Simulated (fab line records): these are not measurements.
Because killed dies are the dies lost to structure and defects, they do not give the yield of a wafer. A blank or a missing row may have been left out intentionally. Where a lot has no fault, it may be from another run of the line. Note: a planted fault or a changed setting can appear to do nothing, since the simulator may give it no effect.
Matching of chambers | flow n5Finfet | N5_BEOL_M4_PECVD_72 on pecvd-02: 3 sister chambers
The step deposits SiO2 from TEOS/O2, target thk 16 nm, time 18 s. 3 wafers are shown with their chamber, then 7 later ones without.

== WAFERS WITH THEIR CHAMBER ==
wafer  | chamber | throttleValvePct (%)
L079.4 | 1       | 23.6
L093.3 | 0       | 23.0
L093.5 | 2       | 21.3

== WAFERS MISSING THEIR CHAMBER ==
wafer  | throttleValvePct (%)
L093.6 | 23.2
L094.2 | 23.1
L094.4 | 20.8
L094.6 | 23.7
L096.1 | 20.9
L096.5 | 20.9
L096.6 | 23.9

== WHICH CHAMBER EACH ONE RAN IN ==
wafer  | from the rows above     | in truth
L093.6 | can't be placed: 0 or 1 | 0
L094.2 | can't be placed: 0 or 1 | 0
L094.4 | 2                       | 2
L094.6 | can't be placed: 1 or 0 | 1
L096.1 | 2                       | 2
L096.5 | 2                       | 2
L096.6 | can't be placed: 1 or 0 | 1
Placed correctly: 3 of 7. Can't be placed from these rows: 4 (the true chamber is among the candidates in 4). Wrongly placed: 0.
How it was worked out, from the rows above alone: a wafer's distance from a chamber is the root of the sum, over the readings, of the square of ((its reading less the chamber's mean) divided by the reading's scatter). If the next closest chamber is less than 2 further off than the closest, the wafer can't be placed; otherwise it belongs to the closest. A chamber's mean is the mean of its shown wafers. The scatter: with one shown wafer a chamber, the root of the mean of the squares of how far each hidden wafer lies from its nearest shown one.
